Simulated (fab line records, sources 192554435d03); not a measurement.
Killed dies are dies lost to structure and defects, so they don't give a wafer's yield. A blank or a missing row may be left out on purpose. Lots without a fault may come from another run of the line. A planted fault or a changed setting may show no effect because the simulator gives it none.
Which tool did it? | flow n5_finfet | 10 lots, 28 wafers sampled, at 2 steps of a route of 1938

WHAT THE GAUGES READ, wafer by wafer
N5_BEOL_M2_CD_MEAS_28: target cd 26.2 nm, target cd y 24.1 nm.
lot  | measured     | on        | cd_nm (nm)
L981 | day 6 12:26  | cd_sem-01 | 26.30 26.59
L982 | day 6 20:55  | cd_sem-01 | 26.01 26.25 26.00
L988 | day 8 16:47  | cd_sem-02 | 25.65 26.28 26.23
L991 | day 8 22:01  | cd_sem-02 | 25.76 25.76 26.07
L992 | day 9 04:38  | cd_sem-03 | 25.72 25.32
L999 | day 11 01:57 | cd_sem-03 | 26.11 25.94 11.14
L100 | day 11 11:14 | cd_sem-01 | 25.95 12.21 11.63
L101 | day 11 22:06 | cd_sem-01 | 26.23 25.96 11.25
L104 | day 12 06:26 | cd_sem-03 | 26.23 26.31 26.19
L102 | day 13 15:38 | cd_sem-02 | 26.33 26.26 26.20

WHICH TOOL RAN EACH LOT (tool, then ch and the chambers of the sampled wafers, then the start)
lot  | N5_BEOL_M2_EXPOSE_25
L981 | euv_scanner-02 ch 0, day 6 12:17
L982 | euv_scanner-01 ch 0, day 6 20:46
L988 | euv_scanner-02 ch 0, day 8 16:40
L991 | euv_scanner-01 ch 0, day 8 21:53
L992 | euv_scanner-01 ch 0, day 9 04:29
L999 | euv_scanner-01 ch 0, day 11 01:49
L100 | euv_scanner-01 ch 0, day 11 11:07
L101 | euv_scanner-01 ch 0, day 11 21:57
L104 | euv_scanner-02 ch 0, day 12 06:17
L102 | euv_scanner-02 ch 0, day 13 15:29
- N5_BEOL_M2_EXPOSE_25: exposes mask V1, defocus 5 nm.

THE ANSWER, worked out from the rows above alone
Rule: what is usual is taken from the lots themselves. Put in order of their means at a reading, lots are off if they are a third of the lots or fewer, leave a main group of 4 or more, and stand apart from it by a gap of 3 or more times the standard deviation of the main group's means; of several such gaps the widest counts. A main group whose means are all the same, to the digits that the tables above print for the reading, isn't used. A lot without any number at a reading at which 4 lots or more have one is off too. The other lots that the step has rows for count as sound.
Off: L999, L100, L101, at N5_BEOL_M2_CD_MEAS_28 (cd_nm). The main group: mean 26.07 nm, standard deviation 0.28.
A tool fits if, at a process step before that reading, it ran every lot that is off, and no sound lot after the first of them. The gauges at N5_BEOL_M2_CD_MEAS_28 are tried like those tools. One fits: euv_scanner-01 at N5_BEOL_M2_EXPOSE_25. Its last sound lot is L992 (day 9 04:29), its first lot that is off L999 (day 11 01:49): a fault that began between those two fits.

WHAT THE SIMULATOR HAD PUT IN
Process parameter drift: euv_scanner-01, from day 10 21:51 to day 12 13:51, at N5_BEOL_M2_EXPOSE_25. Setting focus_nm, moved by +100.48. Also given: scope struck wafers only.
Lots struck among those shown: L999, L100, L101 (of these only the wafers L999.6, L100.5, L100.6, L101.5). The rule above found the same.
